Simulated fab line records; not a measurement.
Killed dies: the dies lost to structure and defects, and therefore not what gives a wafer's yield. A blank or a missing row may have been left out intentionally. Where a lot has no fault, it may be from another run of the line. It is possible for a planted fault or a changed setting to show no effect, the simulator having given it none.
fab line records | flow n5-finfet
record: lots: 7 | wafers: 21 | last-day: 17
route steps=1938 shown BEOL_M4@1086 PASSIVATION@1936
lots with no fault: from the same line, run without faults
start-h: the number of hours between the record's first day and the start of the first shown wafer of the lot | wait-h: hours from the lot's prior step to this one | " unchanged from the row above | L1.1+2: a row that stands for several wafers | - no value, or no start was given | * or withheld: withheld | < > ~ a bound
route shown NAME@n: a module of which the file shows steps, and the number in the route of the first | usual: mean and standard deviation over wafers with no fault | same: alike in all rows | chamber/n: place in a boat | sites: readings site by site | _std_site: how widely they spread, as a standard deviation | _edge_site: mean of outer sites minus mean of inner sites | radius-mm: for every site, how far away it sits from the centre of the wafer | mask NAME#n: copy n | behind: the most recent tool/chamber to have shaped the wafer | hold: reason for holding the lot/hours on hold/outcome of the hold | device: whichever transistor did not switch (one of n, p or np) | end of line: tests run on the same wafers once the route is complete | for a step that has no rows: nothing shown but its recipe | killed: at the first sort, the dies lost to defects and structure; wafer yield is something else | map: per-die view of a wafer (x killed, . not killed, _ where there is no die)
set.NAME: the run value of the setting; set.NAME@STEP: its run value at that earlier step | model.NAME: the simulator's own value behind a step, which no gauge read
lots seen at some steps along the route; tables by step, rows by wafer
== steps ==
step: N5_BEOL_M4_SPUTTER_79
recipe: material: Cu | target-thk-a: 45 | temp-c: -20 | chamber-pressure-pa: 0.07 | power-w: withheld | time-s: 8.29
usual: chamber-pressure-pa: 0.06998/0.00013 | chuck-gas-flow-sccm: 1.27/0.056 | substrate-temp-c: -20.00/0.1 | throttle-valve-pct: 29.9/0.97
lot.wafer | tool           | chamber | start-h | wait-h | chamber-pressure-pa | chuck-gas-flow-sccm | substrate-temp-c | throttle-valve-pct
L296.1    | pvd-sputter-01 | -       | 188.82  | 0.1    | 0.07008             | 1.19                | -20.05           | 31.1
L296.5    | "              | -       | "       | "      | 0.07013             | 1.29                | -20.06           | 31.0
L296.6    | "              | -       | "       | "      | 0.06966             | 1.22                | -19.86           | 31.5
L298.1    | pvd-sputter-03 | -       | 192.26  | 0.1    | 0.0698              | 1.18                | -19.98           | 29.7
L298.4    | "              | -       | "       | "      | 0.07012             | 1.32                | -20.15           | 30.2
L298.5    | "              | -       | "       | "      | 0.06977             | 1.36                | -20.08           | 30.2
L306.3    | pvd-sputter-03 | -       | 249.70  | 0.1    | 0.06976             | 1.19                | -20.09           | 30.2
L306.5    | "              | -       | "       | "      | 0.06975             | 1.21                | -20.02           | 30.3
L306.6    | "              | -       | "       | "      | 0.07                | 1.28                | -19.91           | 29.4
L311.1    | pvd-sputter-03 | -       | 281.75  | 0.1    | 0.07025             | 1.25                | -19.90           | 29.7
L311.3    | "              | -       | "       | "      | 0.06976             | 1.32                | -19.88           | 28.9
L311.5    | "              | -       | "       | "      | 0.06976             | 1.22                | -20.02           | 28.7
L312.1    | pvd-sputter-02 | -       | 281.87  | 0.1    | 0.06998             | 1.23                | -20.01           | 31.1
L312.4    | "              | -       | "       | "      | 0.06997             | 1.18                | -19.92           | 29.6
L312.6    | "              | -       | "       | "      | 0.06998             | 1.31                | -19.97           | 31.1
L313.2    | pvd-sputter-02 | -       | 284.85  | 0.1    | 0.0699              | 1.31                | -19.78           | 29.7
L313.3    | "              | -       | "       | "      | 0.06978             | 1.17                | -19.90           | 28.0
L313.4    | "              | -       | "       | "      | 0.07009             | 1.29                | -20.02           | 29.8
L316.1    | pvd-sputter-02 | -       | 303.95  | 0.1    | 0.06992             | 1.28                | -19.90           | 29.4
L316.2    | "              | -       | "       | "      | 0.07008             | 1.33                | -19.94           | 27.7
L316.4    | "              | -       | "       | "      | 0.06998             | 1.26                | -20.15           | 31.1
step: N5_BEOL_M4_ANNEAL_80
recipe: temp-c: 400 | time-s: 240 | ambient: vacuum
step: N5_BEOL_M4_SPUTTER_81
recipe: material: Cu | target-thk-a: 45 | temp-c: -20 | chamber-pressure-pa: 0.07 | power-w: withheld | time-s: 8.29
step: N5_BEOL_M4_ANNEAL_82
recipe: temp-c: 400 | time-s: 240 | ambient: vacuum
usual: heater-power-w: 807/56
lot.wafer | tool           | chamber | start-h | wait-h | heater-power-w
L296.1    | pvd-sputter-01 | -       | 189.12  | 0.0    | 871
L296.5    | "              | -       | "       | "      | 883
L296.6    | "              | -       | "       | "      | 807
L298.1    | pvd-sputter-03 | -       | 192.56  | 0.0    | 803
L298.4    | "              | -       | "       | "      | 789
L298.5    | "              | -       | "       | "      | 777
L306.3    | pvd-sputter-03 | -       | 250.00  | 0.0    | 720
L306.5    | "              | -       | "       | "      | 715
L306.6    | "              | -       | "       | "      | 823
L311.1    | pvd-sputter-03 | -       | 282.05  | 0.0    | 766
L311.3    | "              | -       | "       | "      | 783
L311.5    | "              | -       | "       | "      | 764
L312.1    | pvd-sputter-02 | -       | 282.17  | 0.0    | 738
L312.4    | "              | -       | "       | "      | 857
L312.6    | "              | -       | "       | "      | 754
L313.2    | pvd-sputter-02 | -       | 285.15  | 0.0    | 774
L313.3    | "              | -       | "       | "      | 949
L313.4    | "              | -       | "       | "      | 871
L316.1    | pvd-sputter-02 | -       | 304.25  | 0.0    | 870
L316.2    | "              | -       | "       | "      | 936
L316.4    | "              | -       | "       | "      | 755
step: N5_BEOL_M4_SPUTTER_86
recipe: material: Cu | target-thk-a: 45 | temp-c: -20 | chamber-pressure-pa: 0.07 | power-w: withheld | time-s: 8.29
step: N5_BEOL_M4_ANNEAL_87
recipe: temp-c: 400 | time-s: 240 | ambient: vacuum
usual: heater-power-w: 807/55
lot.wafer | tool           | chamber | start-h | wait-h | heater-power-w
L296.1    | pvd-sputter-01 | -       | 189.34  | 0.0    | 872
L296.5    | "              | -       | "       | "      | 850
L296.6    | "              | -       | "       | "      | 799
L298.1    | pvd-sputter-03 | -       | 192.78  | 0.0    | 835
L298.4    | "              | -       | "       | "      | 781
L298.5    | "              | -       | "       | "      | 760
L306.3    | pvd-sputter-03 | -       | 250.22  | 0.0    | 716
L306.5    | "              | -       | "       | "      | 741
L306.6    | "              | -       | "       | "      | 801
L311.1    | pvd-sputter-03 | -       | 282.27  | 0.0    | 786
L311.3    | "              | -       | "       | "      | 763
L311.5    | "              | -       | "       | "      | 769
L312.1    | pvd-sputter-02 | -       | 282.39  | 0.0    | 769
L312.4    | "              | -       | "       | "      | 871
L312.6    | "              | -       | "       | "      | 753
L313.2    | pvd-sputter-02 | -       | 285.37  | 0.0    | 793
L313.3    | "              | -       | "       | "      | 901
L313.4    | "              | -       | "       | "      | 837
L316.1    | pvd-sputter-02 | -       | 304.47  | 0.0    | 865
L316.2    | "              | -       | "       | "      | 942
L316.4    | "              | -       | "       | "      | 758
step: N5_BEOL_M4_SPUTTER_88
recipe: material: Cu | target-thk-a: 45 | temp-c: -20 | chamber-pressure-pa: 0.07 | power-w: withheld | time-s: 8.29
step: N5_BEOL_M4_ANNEAL_89
recipe: temp-c: 400 | time-s: 240 | ambient: vacuum
step: N5_BEOL_M4_SPUTTER_90
recipe: material: Cu | target-thk-a: 45 | temp-c: -20 | chamber-pressure-pa: 0.07 | power-w: withheld | time-s: 8.29
step: N5_BEOL_M4_ANNEAL_91
recipe: temp-c: 400 | time-s: 240 | ambient: vacuum
usual: heater-power-w: 805/56
lot.wafer | tool           | chamber | start-h | wait-h | heater-power-w
L296.1    | pvd-sputter-01 | -       | 189.78  | 0.0    | 848
L296.5    | "              | -       | "       | "      | 885
L296.6    | "              | -       | "       | "      | 794
L298.1    | pvd-sputter-03 | -       | 193.22  | 0.0    | 814
L298.4    | "              | -       | "       | "      | 768
L298.5    | "              | -       | "       | "      | 759
L306.3    | pvd-sputter-03 | -       | 250.66  | 0.0    | 719
L306.5    | "              | -       | "       | "      | 705
L306.6    | "              | -       | "       | "      | 794
L311.1    | pvd-sputter-03 | -       | 282.71  | 0.0    | 759
L311.3    | "              | -       | "       | "      | 776
L311.5    | "              | -       | "       | "      | 762
L312.1    | pvd-sputter-02 | -       | 282.83  | 0.0    | 758
L312.4    | "              | -       | "       | "      | 862
L312.6    | "              | -       | "       | "      | 754
L313.2    | pvd-sputter-02 | -       | 285.81  | 0.0    | 750
L313.3    | "              | -       | "       | "      | 918
L313.4    | "              | -       | "       | "      | 885
L316.1    | pvd-sputter-02 | -       | 304.91  | 0.0    | 865
L316.2    | "              | -       | "       | "      | 953
L316.4    | "              | -       | "       | "      | 765
step: N5_BEOL_M4_SPUTTER_92
recipe: material: Cu | target-thk-a: 45 | temp-c: -20 | chamber-pressure-pa: 0.07 | power-w: withheld | time-s: 8.29
step: N5_BEOL_M4_ANNEAL_93
recipe: temp-c: 400 | time-s: 240 | ambient: vacuum
step: N5_BEOL_M4_SPUTTER_94
recipe: material: Cu | target-thk-a: 45 | temp-c: -20 | chamber-pressure-pa: 0.07 | power-w: withheld | time-s: 8.29
usual: chamber-pressure-pa: 0.07/0.00014 | chuck-gas-flow-sccm: 1.27/0.059 | substrate-temp-c: -20.01/0.11 | throttle-valve-pct: 29.9/0.96
lot.wafer | tool           | chamber | start-h | wait-h | chamber-pressure-pa | chuck-gas-flow-sccm | substrate-temp-c | throttle-valve-pct
L296.1    | pvd-sputter-01 | -       | 190.14  | 0.1    | 0.06999             | 1.15                | -20.02           | 30.8
L296.5    | "              | -       | "       | "      | 0.06978             | 1.16                | -20.19           | 30.9
L296.6    | "              | -       | "       | "      | 0.07011             | 1.30                | -20.14           | 31.6
L298.1    | pvd-sputter-03 | -       | 193.58  | 0.1    | 0.06989             | 1.28                | -19.96           | 29.6
L298.4    | "              | -       | "       | "      | 0.06989             | 1.24                | -20.07           | 29.9
L298.5    | "              | -       | "       | "      | 0.0699              | 1.22                | -20.03           | 30.1
L306.3    | pvd-sputter-03 | -       | 251.02  | 0.1    | 0.06999             | 1.15                | -19.99           | 30.2
L306.5    | "              | -       | "       | "      | 0.07007             | 1.26                | -20.02           | 30.2
L306.6    | "              | -       | "       | "      | 0.06992             | 1.22                | -19.97           | 29.3
L311.1    | pvd-sputter-03 | -       | 283.07  | 0.1    | -                   | -                   | -                | -
L311.3    | "              | -       | "       | "      | -                   | -                   | -                | -
L311.5    | "              | -       | "       | "      | -                   | -                   | -                | -
L312.1    | pvd-sputter-02 | -       | 283.19  | 0.1    | -                   | -                   | -                | -
L312.4    | "              | -       | "       | "      | -                   | -                   | -                | -
L312.6    | "              | -       | "       | "      | -                   | -                   | -                | -
L313.2    | pvd-sputter-02 | -       | 286.17  | 0.1    | -                   | -                   | -                | -
L313.3    | "              | -       | "       | "      | -                   | -                   | -                | -
L313.4    | "              | -       | "       | "      | -                   | -                   | -                | -
L316.1    | pvd-sputter-02 | -       | 305.27  | 0.1    | 0.07023             | 1.24                | -20.04           | 29.5
L316.2    | "              | -       | "       | "      | 0.06984             | 1.32                | -20.02           | 28.0
L316.4    | "              | -       | "       | "      | 0.06978             | 1.25                | -20.08           | 31.0
step: N5_BEOL_M4_ANNEAL_95
recipe: temp-c: 400 | time-s: 240 | ambient: vacuum
usual: heater-power-w: 807/55
lot.wafer | tool           | chamber | start-h | wait-h | heater-power-w
L296.1    | pvd-sputter-01 | -       | 190.22  | 0.0    | 858
L296.5    | "              | -       | "       | "      | 863
L296.6    | "              | -       | "       | "      | 788
L298.1    | pvd-sputter-03 | -       | 193.66  | 0.0    | 799
L298.4    | "              | -       | "       | "      | 773
L298.5    | "              | -       | "       | "      | 758
L306.3    | pvd-sputter-03 | -       | 251.10  | 0.0    | 722
L306.5    | "              | -       | "       | "      | 725
L306.6    | "              | -       | "       | "      | 784
L311.1    | pvd-sputter-03 | -       | 283.15  | 0.0    | 765
L311.3    | "              | -       | "       | "      | 761
L311.5    | "              | -       | "       | "      | 789
L312.1    | pvd-sputter-02 | -       | 283.27  | 0.0    | 749
L312.4    | "              | -       | "       | "      | 869
L312.6    | "              | -       | "       | "      | 749
L313.2    | pvd-sputter-02 | -       | 286.25  | 0.0    | 794
L313.3    | "              | -       | "       | "      | 943
L313.4    | "              | -       | "       | "      | 870
L316.1    | pvd-sputter-02 | -       | 305.35  | 0.0    | 825
L316.2    | "              | -       | "       | "      | 945
L316.4    | "              | -       | "       | "      | 745
step: N5_BEOL_M4_RC_MEAS_101
usual: DIBL_N: 36.1/2 | DIBL_P: 36.3/2.4 | IOFF_N: 0.15/0.035 | IOFF_P: 0.21/0.039 | ION_N: 672/15 | ION_P: 463/9.7 | SS_N: 71.5/0.7 | SS_P: 73.2/0.75 | VT_N: 251/3.6 | VT_P: -250/3.8
lot.wafer | tool      | chamber | start-h | wait-h | DIBL_N[mV/V] | DIBL_P[mV/V] | IOFF_N[nA/um] | IOFF_P[nA/um] | ION_N[uA/um] | ION_P[uA/um] | SS_N[mV/dec] | SS_P[mV/dec] | VT_N[mV] | VT_P[mV]
L296.1    | prober-02 | 0       | 191.87  | 0.0    | 35.9         | 38.5         | 0.14          | 0.18          | 668          | 455          | 71.6         | 73.0         | 250      | -256
L296.5    | "         | 0       | "       | "      | 34.9         | 37.1         | 0.12          | 0.16          | 656          | 446          | 70.9         | 73.8         | 254      | -259
L296.6    | "         | 0       | "       | "      | 34.2         | 35.8         | 0.11          | 0.14          | 664          | 453          | 71.4         | 73.5         | 254      | -258
L298.1    | prober-02 | 0       | 195.35  | 0.0    | 35.2         | 36.9         | 0.16          | 0.24          | 674          | 472          | 71.2         | 73.0         | 247      | -245
L298.4    | "         | 0       | "       | "      | 36.0         | 36.6         | 0.16          | 0.23          | 685          | 475          | 71.6         | 72.9         | 250      | -248
L298.5    | "         | 0       | "       | "      | 34.9         | 35.3         | 0.13          | 0.20          | 667          | 463          | 71.5         | 72.3         | 252      | -247
L306.3    | prober-01 | 0       | 252.73  | 0.3    | 37.6         | 38.2         | 0.20          | 0.26          | 683          | 467          | 71.0         | 74.0         | 246      | -246
L306.5    | "         | 0       | "       | "      | 35.7         | 35.8         | 0.15          | 0.22          | 678          | 473          | 70.3         | 73.6         | 251      | -250
L306.6    | "         | 0       | "       | "      | 34.6         | 34.8         | 0.14          | 0.20          | 672          | 464          | 69.9         | 73.4         | 250      | -248
L311.1    | prober-02 | 0       | 284.39  | 0.0    | 36.1         | 35.6         | 0.13          | 0.18          | 652          | 458          | 71.1         | 73.5         | 256      | -253
L311.3    | "         | 0       | "       | "      | 39.0         | 39.6         | 0.20          | 0.26          | 683          | 470          | 71.3         | 74.1         | 247      | -252
L311.5    | "         | 0       | "       | "      | 38.8         | 40.2         | 0.18          | 0.25          | 683          | 464          | 72.2         | 74.4         | 250      | -250
L312.1    | prober-01 | 0       | 284.59  | 0.0    | 34.6         | 35.8         | 0.13          | 0.17          | 659          | 450          | 71.2         | 73.2         | 252      | -257
L312.4    | "         | 0       | "       | "      | 36.6         | 36.7         | 0.15          | 0.19          | 659          | 452          | 71.8         | 73.6         | 252      | -252
L312.6    | "         | 0       | "       | "      | 40.2         | 41.1         | 0.23          | 0.25          | 691          | 461          | 72.5         | 75.3         | 251      | -251
L313.2    | prober-02 | 0       | 287.76  | 0.2    | 34.8         | 35.7         | 0.15          | 0.20          | 672          | 462          | 71.9         | 73.3         | 249      | -253
L313.3    | "         | 0       | "       | "      | 34.1         | 34.4         | 0.13          | 0.18          | 670          | 461          | 70.5         | 73.1         | 253      | -253
L313.4    | "         | 0       | "       | "      | 32.9         | 33.3         | 0.11          | 0.16          | 663          | 462          | 70.8         | 71.8         | 254      | -254
L316.1    | prober-02 | 0       | 306.59  | 0.0    | 37.4         | 37.0         | 0.18          | 0.25          | 682          | 466          | 71.8         | 73.7         | 247      | -246
L316.2    | "         | 0       | "       | "      | 34.5         | 33.2         | 0.13          | 0.19          | 672          | 467          | 70.8         | 72.8         | 253      | -248
L316.4    | "         | 0       | "       | "      | 35.6         | 34.8         | 0.14          | 0.21          | 681          | 475          | 71.1         | 73.0         | 249      | -248
step: N5_PASSIVATION_PROBE_49
usual: defect-limited-yield: 91.1/1.6 | killed_at_M0_to_M3: 35/11 | killed_at_M4_up: 13/5.4 | killed-at-contacts: 13/6.5 | killed-at-front-end: 40/14 | killed-at-other: 4/3.1 | killed-dies: 105/18 | killed-open: 69/14 | killed-short: 34/7.3 | sort_bin_5_function: 5.2/0.96 | sort_bin_6_memory: 3.4/0.77 | sort_bin_8_speed: 0.02/0.13 | sort-n-pass: 1075/19 | sort-yield-pct: 91.1/1.6
same: gross-dies: 1180 | killed-at-back-side: 0 | sort_bin_4_leakage[%]: 0
lot.wafer | tool      | chamber | start-h | wait-h | defect-limited-yield[%] | killed_at_M0_to_M3 | killed_at_M4_up | killed-at-contacts | killed-at-front-end | killed-at-other | killed-dies | killed-open | killed-short | sort_bin_5_function[%] | sort_bin_6_memory[%] | sort_bin_8_speed[%] | sort-n-pass | sort-yield-pct[%]
L296.1    | prober-02 | -       | 290.42  | 0.0    | 91.2                    | 42                 | 12              | 8                  | 40                  | 2               | 104         | 70          | 31           | 5.5                    | 3.2                  | 0                   | 1076        | 91.2
L296.5    | prober-02 | -       | 290.62  | 0.2    | 91.2                    | 26                 | 21              | 11                 | 43                  | 3               | 104         | 68          | 35           | 5.2                    | 3.6                  | 0                   | 1076        | 91.2
L296.6    | prober-02 | -       | 290.67  | 0.3    | 90.8                    | 41                 | 15              | 5                  | 46                  | 2               | 109         | 71          | 38           | 5.1                    | 3.9                  | 0                   | 1071        | 90.8
L311.1    | prober-02 | -       | 387.41  | 0.0    | 91.0                    | 30                 | 17              | 18                 | 31                  | 10              | 106         | 65          | 30           | 5.1                    | 3.6                  | 0                   | 1074        | 91.0
L311.3    | prober-02 | -       | 387.51  | 0.1    | 90.2                    | 42                 | 14              | 9                  | 42                  | 9               | 116         | 72          | 36           | 6.0                    | 3.6                  | 0                   | 1064        | 90.2
L311.5    | prober-02 | -       | 387.61  | 0.2    | 90.2                    | 37                 | 13              | 10                 | 45                  | 11              | 116         | 70          | 43           | 5.6                    | 3.8                  | 0                   | 1064        | 90.2
L313.2    | prober-01 | -       | 398.06  | 0.1    | 90.1                    | 29                 | 20              | 18                 | 43                  | 7               | 117         | 83          | 26           | 5.8                    | 3.9                  | 0                   | 1063        | 90.1
L313.3    | prober-01 | -       | 398.11  | 0.1    | 89.7                    | 33                 | 25              | 15                 | 38                  | 10              | 121         | 70          | 40           | 5.2                    | 4.7                  | 0.08                | 1059        | 89.7
L313.4    | prober-01 | -       | 398.16  | 0.2    | 91.0                    | 41                 | 25              | 7                  | 25                  | 8               | 106         | 74          | 23           | 4.5                    | 4.5                  | 0                   | 1074        | 91.0
L312.1    | prober-02 | -       | 398.46  | 0.0    | 90.4                    | 35                 | 18              | 13                 | 44                  | 3               | 113         | 69          | 30           | 6.3                    | 2.9                  | 0                   | 1067        | 90.4
L312.4    | prober-02 | -       | 398.61  | 0.2    | 90.8                    | 55                 | 13              | 13                 | 27                  | 0               | 108         | 68          | 34           | 5.7                    | 3.2                  | 0                   | 1072        | 90.8
L312.6    | prober-02 | -       | 398.71  | 0.3    | 92.1                    | 46                 | 11              | 11                 | 23                  | 2               | 93          | 39          | 49           | 4.9                    | 2.4                  | 0                   | 1087        | 92.1
killed by level:class
L296.1 FIN_SAQP:geometric-particle:open=15 BEOL_M0_SAQP:geometric-particle:short=11 MOL_CONTACT_COAG:geometric-particle:open=8 BEOL_M0_SAQP:geometric-particle:open=8 BEOL_M2:geometric-particle:open=8 FIN_SAQP:geometric-particle:short=7 STI_FIN_REVEAL:geometric-particle:open=5 BEOL_M3:geometric-particle:open=5
L296.5 FIN_SAQP:geometric-particle:open=11 STI_FIN_REVEAL:geometric-particle:open=11 MOL_CONTACT_COAG:geometric-particle:open=10 BEOL_M4:geometric-particle:open=8 FIN_SAQP:geometric-particle:short=7 BEOL_M0_SAQP:geometric-particle:short=6 BEOL_M2:geometric-particle:open=6 BEOL_M0_SAQP:geometric-particle:open=5
L296.6 STI_FIN_REVEAL:geometric-particle:open=10 BEOL_M0_SAQP:geometric-particle:open=10 FIN_SAQP:geometric-particle:open=9 BEOL_M0_SAQP:geometric-particle:short=8 BEOL_M2:geometric-particle:open=7 BEOL_M4:geometric-particle:open=7 STARTING-WAFER:geometric-particle:short=7 FIN_SAQP:geometric-particle:short=6
L311.1 MOL_CONTACT_COAG:geometric-particle:open=13 FIN_SAQP:geometric-particle:open=7 BEOL_M0_SAQP:geometric-particle:short=7 STI_FIN_REVEAL:geometric-particle:open=6 BEOL_M3:geometric-particle:open=6 BEOL_M4:geometric-particle:open=6 BEOL_M4:interface-void-opened=6 FIN_SAQP:geometric-particle:short=5
L311.3 BEOL_M0_SAQP:geometric-particle:short=14 BEOL_M0_SAQP:geometric-particle:open=12 FIN_SAQP:geometric-particle:open=11 FIN_SAQP:geometric-particle:short=8 STI_FIN_REVEAL:geometric-particle:open=8 MOL_CONTACT_COAG:geometric-particle:open=8 BEOL_M4:geometric-particle:open=7 BEOL_M4:interface-void-opened=5
L311.5 BEOL_M3:geometric-particle:open=8 MOL_CONTACT_COAG:geometric-particle:open=8 FIN_SAQP:geometric-particle:open=7 BEOL_M2:geometric-particle:open=7 FIN_SAQP:geometric-particle:short=6 STI_FIN_REVEAL:geometric-particle:open=6 DUMMY_GATE:geometric-particle:open=6 BEOL_M0_SAQP:geometric-particle:short=5
L313.2 FIN_SAQP:geometric-particle:open=16 MOL_CONTACT_COAG:geometric-particle:open=15 BEOL_M3:geometric-particle:open=12 BEOL_M4:interface-void-opened=8 BEOL_M2:geometric-particle:open=7 FIN_SAQP:geometric-particle:short=6 DUMMY_GATE:geometric-particle:open=5 MIM_TOP_ETCH:geometric-particle:open=5
L313.3 MOL_CONTACT_COAG:geometric-particle:open=13 BEOL_M1:geometric-particle:open=9 BEOL_M3:geometric-particle:open=9 STARTING-WAFER:geometric-particle:short=8 FIN_SAQP:geometric-particle:short=7 BEOL_M4:interface-void-opened=7 BEOL_M4:geometric-particle:open=6 FIN_SAQP:geometric-particle:open=5
L313.4 BEOL_M3:geometric-particle:open=15 BEOL_M2:geometric-particle:open=14 BEOL_M4:interface-void-opened=7 MOL_CONTACT_COAG:geometric-particle:open=6 FIN_SAQP:geometric-particle:open=5 BEOL_M4:geometric-particle:open=5 BEOL_M8:geometric-particle:open=5 ILD0:geometric-particle:open=4
L312.1 FIN_SAQP:geometric-particle:open=11 MOL_CONTACT_COAG:geometric-particle:open=10 BEOL_M2:geometric-particle:open=10 FIN_CUT:area-etch=10 BEOL_M0_SAQP:geometric-particle:open=8 FIN_SAQP:geometric-particle:short=5 DUMMY_GATE:geometric-particle:open=4 BEOL_M0_SAQP:geometric-particle:short=4
L312.4 BEOL_M0_SAQP:geometric-particle:open=19 BEOL_M0_SAQP:geometric-particle:short=15 MOL_CONTACT_COAG:geometric-particle:open=10 BEOL_M2:geometric-particle:open=8 FIN_SAQP:geometric-particle:short=6 DUMMY_GATE:geometric-particle:open=6 BEOL_M4:geometric-particle:open=6 BEOL_M3:geometric-particle:open=5
L312.6 BEOL_M0_SAQP:geometric-particle:short=17 BEOL_M1:geometric-particle:open=7 BEOL_M1:geometric-particle:short=7 MOL_CONTACT_COAG:geometric-particle:open=6 MOL_CONTACT_COAG:geometric-particle:short=5 BEOL_M4:interface-void-opened=5 BEOL_M0_SAQP:geometric-particle:open=5 FIN_SAQP:geometric-particle:short=4
== key ==
first-sign: step: N5_BEOL_M4_SPUTTER_94 | reading: tool-record | direction: missing
effect none on later readings
met-at N5_BEOL_M4_SPUTTER_94
struck-wafers L311.1,L311.3,L311.5,L312.1,L312.4,L312.6,L313.2,L313.3,L313.4
baseline-loss: step: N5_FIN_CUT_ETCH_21 | wafers: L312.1
onset-between 251.02 283.07
fault: kind: skipped-step-whole | tool: pvd-sputter-02,pvd-sputter-03 | chamber: - | onset-h: 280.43 | steps: N5_BEOL_M4_SPUTTER_94 | scope: struck-lots-only
baseline-loss: these wafers lose ten dies or more at that step, a loss of the line's own and not of a fault; the sort's usual values leave them out
